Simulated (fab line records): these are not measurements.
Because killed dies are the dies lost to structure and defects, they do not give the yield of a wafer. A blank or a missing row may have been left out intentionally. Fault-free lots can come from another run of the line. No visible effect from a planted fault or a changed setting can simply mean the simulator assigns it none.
Which tool was responsible?    flow n5_finfet    Sampling: 24 lots, 72 wafers, 6 of 1938 route steps

WHAT THE GAUGES SHOWED, per wafer
N5_BEOL_M2_RS_MEAS_58: uses a four-point probe to measure. Usual: M2_RS 0.672 ohm/sq, standard deviation 0.026.
lot   measured      on             M2_RS (ohm/sq)     flag
L074  day 6 19:24   film_metro-02  0.682 0.650 0.645  
L075  day 7 10:22   film_metro-02  0.726 0.685 0.698  
L077  day 7 15:10   film_metro-02  0.690 0.675 0.686  
L076  day 8 00:39   film_metro-01  0.663 0.672 0.710  
L078  day 8 02:15   film_metro-01  0.700 0.689 0.698  
L079  day 8 04:04   film_metro-02  0.673 0.656 0.670  
L080  day 8 06:23   film_metro-02  0.701 0.632 0.649  
L081  day 9 17:10   film_metro-01  0.739 0.740 0.696  
L084  day 9 17:09   film_metro-02  0.661 0.641 0.653  
L083  day 9 19:46   film_metro-02  0.669 0.670 0.663  
L082  day 9 21:36   film_metro-01  0.663 0.666 0.655  
L085  day 9 23:35   film_metro-01  0.664 0.702 0.631  
L086  day 10 05:54  film_metro-01  0.660 0.691 0.646  
L087  day 10 12:04  film_metro-02  0.687 0.647 0.672  
L088  day 10 14:01  film_metro-02  0.656 0.684 0.679  
L089  day 10 18:17  film_metro-02  0.734 0.688 0.656  
L090  day 11 10:40  film_metro-01  0.702 0.667 0.643  
L092  day 11 16:15  film_metro-01  0.642 0.623 0.680  
L091  day 11 21:19  film_metro-01  0.666 0.712 0.652  
L093  day 11 22:30  film_metro-02  0.660 0.616 0.674  
L094  day 12 01:28  film_metro-01  0.662 0.669 0.648  
L095  day 12 13:23  film_metro-01  0.696 0.685 0.688  
L096  day 12 16:38  film_metro-01  0.695 0.684 0.668  
L097  day 12 20:06  film_metro-01  0.647 0.694 0.713  

WHAT TOOL EACH LOT RAN ON (gives the tool, then ch and the chambers of the sampled wafers, and finally the start)
lot   N5_BEOL_M2_DEGAS_44           N5_BEOL_M2_SURFACE_TREAT_85   N5_BEOL_M2_SPUTTER_90         N5_BEOL_M2_ANNEAL_91          N5_BEOL_M2_ANNEAL_93
L074  pvd_sputter-03, day 6 16:02   pvd_sputter-01, day 6 16:22   pvd_sputter-01, day 6 17:41   pvd_sputter-01, day 6 17:46   pvd_sputter-01, day 6 17:59
L075  pvd_sputter-02, day 7 06:32   pvd_sputter-03, day 7 06:53   pvd_sputter-02, day 7 08:32   pvd_sputter-02, day 7 08:37   pvd_sputter-02, day 7 08:50
L077  pvd_sputter-02, day 7 10:07   pvd_sputter-02, day 7 10:37   pvd_sputter-01, day 7 13:25   pvd_sputter-01, day 7 13:29   pvd_sputter-01, day 7 13:43
L076  pvd_sputter-03, day 7 18:50   pvd_sputter-02, day 7 21:21   pvd_sputter-02, day 7 22:56   pvd_sputter-02, day 7 23:01   pvd_sputter-02, day 7 23:14
L078  pvd_sputter-01, day 7 22:25   pvd_sputter-01, day 7 22:49   pvd_sputter-03, day 8 00:32   pvd_sputter-03, day 8 00:37   pvd_sputter-03, day 8 00:50
L079  pvd_sputter-02, day 8 00:19   pvd_sputter-02, day 8 00:38   pvd_sputter-01, day 8 01:59   pvd_sputter-01, day 8 02:04   pvd_sputter-01, day 8 02:17
L080  pvd_sputter-01, day 8 02:56   pvd_sputter-02, day 8 03:16   pvd_sputter-03, day 8 04:40   pvd_sputter-03, day 8 04:44   pvd_sputter-03, day 8 04:58
L081  pvd_sputter-03, day 9 13:07   pvd_sputter-03, day 9 13:37   pvd_sputter-02, day 9 14:58   pvd_sputter-02, day 9 15:02   pvd_sputter-02, day 9 15:16
L084  pvd_sputter-02, day 9 13:16   pvd_sputter-03, day 9 13:39   pvd_sputter-03, day 9 15:14   pvd_sputter-03, day 9 15:19   pvd_sputter-03, day 9 15:32
L083  pvd_sputter-03, day 9 15:58   pvd_sputter-01, day 9 16:17   pvd_sputter-01, day 9 17:50   pvd_sputter-01, day 9 17:55   pvd_sputter-01, day 9 18:08
L082  pvd_sputter-03, day 9 17:01   pvd_sputter-01, day 9 18:34   pvd_sputter-02, day 9 19:53   pvd_sputter-02, day 9 19:58   pvd_sputter-02, day 9 20:11
L085  pvd_sputter-01, day 9 19:33   pvd_sputter-01, day 9 19:57   pvd_sputter-01, day 9 21:34   pvd_sputter-01, day 9 21:39   pvd_sputter-01, day 9 21:52
L086  pvd_sputter-02, day 10 02:20  pvd_sputter-02, day 10 02:44  pvd_sputter-01, day 10 04:10  pvd_sputter-01, day 10 04:14  pvd_sputter-01, day 10 04:28
L087  pvd_sputter-03, day 10 08:37  pvd_sputter-02, day 10 08:59  pvd_sputter-03, day 10 10:21  pvd_sputter-03, day 10 10:26  pvd_sputter-03, day 10 10:39
L088  pvd_sputter-02, day 10 10:40  pvd_sputter-01, day 10 11:00  pvd_sputter-01, day 10 12:19  pvd_sputter-01, day 10 12:24  pvd_sputter-01, day 10 12:37
L089  pvd_sputter-03, day 10 14:06  pvd_sputter-03, day 10 14:28  pvd_sputter-01, day 10 16:19  pvd_sputter-01, day 10 16:24  pvd_sputter-01, day 10 16:37
L090  pvd_sputter-02, day 11 07:19  pvd_sputter-01, day 11 07:38  pvd_sputter-01, day 11 08:57  pvd_sputter-01, day 11 09:02  pvd_sputter-01, day 11 09:15
L092  pvd_sputter-02, day 11 12:53  pvd_sputter-01, day 11 13:13  pvd_sputter-02, day 11 14:32  pvd_sputter-02, day 11 14:37  pvd_sputter-02, day 11 14:50
L091  pvd_sputter-01, day 11 16:30  pvd_sputter-03, day 11 18:05  pvd_sputter-03, day 11 19:29  pvd_sputter-03, day 11 19:34  pvd_sputter-03, day 11 19:47
L093  pvd_sputter-02, day 11 18:55  pvd_sputter-02, day 11 19:15  pvd_sputter-02, day 11 20:37  pvd_sputter-02, day 11 20:41  pvd_sputter-02, day 11 20:55
L094  pvd_sputter-02, day 11 21:32  pvd_sputter-02, day 11 21:57  pvd_sputter-02, day 11 23:46  pvd_sputter-02, day 11 23:51  pvd_sputter-02, day 12 00:04
L095  pvd_sputter-02, day 12 09:49  pvd_sputter-01, day 12 10:09  pvd_sputter-03, day 12 11:41  pvd_sputter-03, day 12 11:46  pvd_sputter-03, day 12 11:59
L096  pvd_sputter-03, day 12 13:12  pvd_sputter-03, day 12 13:35  pvd_sputter-02, day 12 14:56  pvd_sputter-02, day 12 15:01  pvd_sputter-02, day 12 15:14
L097  pvd_sputter-02, day 12 13:20  pvd_sputter-03, day 12 13:40  pvd_sputter-01, day 12 18:04  pvd_sputter-01, day 12 18:09  pvd_sputter-01, day 12 18:22
- N5_BEOL_M2_DEGAS_44: time 60 s.
- N5_BEOL_M2_SURFACE_TREAT_85
- N5_BEOL_M2_SPUTTER_90: material Cu, target thk 4.5 nm, time 8.29 s.
- N5_BEOL_M2_ANNEAL_91: time 240 s.
- N5_BEOL_M2_ANNEAL_93: time 240 s.

WHAT THE TOOLS THEMSELVES READ (means of the sampled wafers that have a number; where no wafer has one, the mark that the record gives instead)
N5_BEOL_M2_DEGAS_44. Usual: 327 W for heater_power_w, sd 23.
lot   tool            heater_power_w (W)  flag
L074  pvd_sputter-03  316                 
L075  pvd_sputter-02  343                 
L077  pvd_sputter-02  328                 
L076  pvd_sputter-03  338                 
L078  pvd_sputter-01  299                 
L079  pvd_sputter-02  333                 
L080  pvd_sputter-01  300                 
L081  pvd_sputter-03  296                 
L084  pvd_sputter-02  338                 
L083  pvd_sputter-03  344                 
L082  pvd_sputter-03  296                 
L085  pvd_sputter-01  321                 
L086  pvd_sputter-02  332                 
L087  pvd_sputter-03  314                 
L088  pvd_sputter-02  345                 
L089  pvd_sputter-03  318                 
L090  pvd_sputter-02  334                 
L092  pvd_sputter-02  340                 
L091  pvd_sputter-01  282                 
L093  pvd_sputter-02  345                 
L094  pvd_sputter-02  340                 
L095  pvd_sputter-02  336                 
L096  pvd_sputter-03  314                 
L097  pvd_sputter-02  346                 

N5_BEOL_M2_SPUTTER_90. Usual: substrate_temp_c -20.01 C, standard deviation 0.092; throttle_valve_pct 29.7 %, standard deviation 1.
lot   tool            substrate_temp_c (C)  throttle_valve_pct (%)  flag
L074  pvd_sputter-01  -20.05                30.3                    
L075  pvd_sputter-02  -20.02                28.5                    
L077  pvd_sputter-01  -20.03                30.4                    
L076  pvd_sputter-02  -20.03                29.4                    
L078  pvd_sputter-03  -19.98                30.2                    
L079  pvd_sputter-01  -20.00                29.4                    
L080  pvd_sputter-03  -20.02                29.5                    
L081  pvd_sputter-02  -20.07                29.5                    
L084  pvd_sputter-03  -19.93                30.0                    
L083  pvd_sputter-01  -20.04                29.6                    
L082  pvd_sputter-02  -19.98                30.4                    
L085  pvd_sputter-01  -19.96                30.4                    
L086  pvd_sputter-01  -20.07                29.8                    
L087  pvd_sputter-03  -19.95                29.7                    
L088  pvd_sputter-01  -20.04                29.5                    
L089  pvd_sputter-01  -20.01                30.6                    
L090  pvd_sputter-01  -20.00                30.2                    
L092  pvd_sputter-02  -20.07                29.1                    
L091  pvd_sputter-03  -20.07                30.3                    
L093  pvd_sputter-02  -20.02                29.5                    
L094  pvd_sputter-02  -20.10                29.4                    
L095  pvd_sputter-03  -20.06                29.0                    
L096  pvd_sputter-02  -19.85                29.9                    
L097  pvd_sputter-01  -20.02                29.8                    

N5_BEOL_M2_ANNEAL_91. Usual: 808 W for heater_power_w, sd 68.
lot   tool            heater_power_w (W)  flag
L074  pvd_sputter-01  787                 
L075  pvd_sputter-02  857                 
L077  pvd_sputter-01  699                 
L076  pvd_sputter-02  829                 
L078  pvd_sputter-03  793                 
L079  pvd_sputter-01  794                 
L080  pvd_sputter-03  740                 
L081  pvd_sputter-02  862                 
L084  pvd_sputter-03  797                 
L083  pvd_sputter-01  705                 
L082  pvd_sputter-02  848                 
L085  pvd_sputter-01  737                 
L086  pvd_sputter-01  744                 
L087  pvd_sputter-03  818                 
L088  pvd_sputter-01  828                 
L089  pvd_sputter-01  772                 
L090  pvd_sputter-01  819                 
L092  pvd_sputter-02  859                 
L091  pvd_sputter-03  760                 
L093  pvd_sputter-02  867                 
L094  pvd_sputter-02  832                 
L095  pvd_sputter-03  792                 
L096  pvd_sputter-02  835                 
L097  pvd_sputter-01  753                 

N5_BEOL_M2_ANNEAL_93. Usual: 807 W for heater_power_w, sd 68.
lot   tool            heater_power_w (W)  flag
L074  pvd_sputter-01  789                 
L075  pvd_sputter-02  851                 
L077  pvd_sputter-01  702                 
L076  pvd_sputter-02  824                 
L078  pvd_sputter-03  784                 
L079  pvd_sputter-01  800                 
L080  pvd_sputter-03  746                 
L081  pvd_sputter-02  853                 
L084  pvd_sputter-03  786                 
L083  pvd_sputter-01  706                 
L082  pvd_sputter-02  848                 
L085  pvd_sputter-01  728                 
L086  pvd_sputter-01  754                 
L087  pvd_sputter-03  812                 
L088  pvd_sputter-01  817                 
L089  pvd_sputter-01  783                 
L090  pvd_sputter-01  825                 
L092  pvd_sputter-02  847                 
L091  pvd_sputter-03  762                 
L093  pvd_sputter-02  857                 
L094  pvd_sputter-02  819                 
L095  pvd_sputter-03  786                 
L096  pvd_sputter-02  857                 
L097  pvd_sputter-01  758                 

THE ANSWER, worked out from the rows above alone
Rule: take the mean of a lot's wafers that have a number; if it is more than 3 standard deviations from the usual mean, the lot is off. Also off: a lot with no number at a reading for which 4 or more lots have one. Any other lot the step has rows for is counted as sound. After the gauges, taken in route order, come the tools' own readings; for these a lot's mean is taken, as printed above. At the first step where some lot is off, the reading lying furthest off is the one used; lots without a number count as furthest.
No lot is off at any reading shown: from this, nothing can be told.

WHAT WAS PUT IN BY THE SIMULATOR
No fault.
